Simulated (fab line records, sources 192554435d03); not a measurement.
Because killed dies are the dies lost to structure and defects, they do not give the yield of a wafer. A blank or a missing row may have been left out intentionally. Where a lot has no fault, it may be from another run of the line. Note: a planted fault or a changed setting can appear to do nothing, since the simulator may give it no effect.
Chamber matching ; flow n5Finfet ; rieDiel-01 running N5_BEOL_M4_STRIP_19: 4 sister chambers
The step strips in O2. 18 wafers are shown with their chamber, then 9 later ones without.

== EACH WAFER AND ITS CHAMBER ==
wafer;chamber;showerheadPlenumPTorr (Torr);throttleValvePct (%);drypumpMotorCurrentA (A)
L078.4;0;2.05;16.68;5.70
L078.5;2;2.05;16.67;5.86
L078.6;1;2.14;16.31;5.53
L084.1;2;2.05;16.71;5.85
L084.2;3;2.24;16.21;5.52
L084.3;1;2.13;16.34;5.55
L087.1;3;2.24;16.23;5.48
L087.2;1;2.13;16.33;5.48
L087.3;0;2.04;16.72;5.74
L089.1;2;2.04;16.71;5.84
L089.2;1;2.13;16.36;5.55
L089.5;3;2.24;16.23;5.51
L091.1;2;2.04;16.72;5.84
L091.3;1;2.12;16.37;5.53
L091.5;2;2.04;16.75;5.84
L093.1;3;2.24;16.26;5.53
L093.3;2;2.04;16.75;5.84
L093.4;0;2.04;16.74;5.72

SIGNATURES, as means of the wafers listed above
reading;chamber 0;chamber 1;chamber 2;chamber 3;scatter within a chamber
showerheadPlenumPTorr;2.0433;2.1300;2.0433;2.2400;0.00535
throttleValvePct;16.7133;16.3420;16.7183;16.2325;0.0266
drypumpMotorCurrentA;5.7200;5.5280;5.8450;5.5100;0.0204
Rule: for each reading, subtract the chamber's mean from the wafer's reading, divide by that reading's scatter and square the result; add these up over the readings and take the root, which gives the wafer's distance from the chamber. The wafer belongs to the nearest chamber; if the next one is less than 2 further off, it can't be placed. The scatter: take each reading less its chamber's mean, square it, sum over the shown wafers, divide by the number of wafers less the number of chambers, and take the root.

== WAFERS WITH NO CHAMBER GIVEN ==
wafer;showerheadPlenumPTorr (Torr);throttleValvePct (%);drypumpMotorCurrentA (A)
L092.3;2.24;16.26;5.51
L092.4;2.04;16.75;5.85
L092.5;2.04;16.76;5.82
L094.1;2.12;16.40;5.55
L094.4;2.04;16.74;5.85
L094.5;2.12;16.40;5.52
L097.3;2.12;16.40;5.53
L097.5;2.12;16.40;5.49
L097.6;2.03;16.76;5.70

== CHAMBER TAKEN BY EACH ==
wafer;from the rows above;in truth
L092.3;3;3
L092.4;2;2
L092.5;2;2
L094.1;1;1
L094.4;2;2
L094.5;1;1
L097.3;1;1
L097.5;1;1
L097.6;0;0
Correct placement for 9 of the 9. From these rows, 0 cannot be placed. 0 placed wrongly.
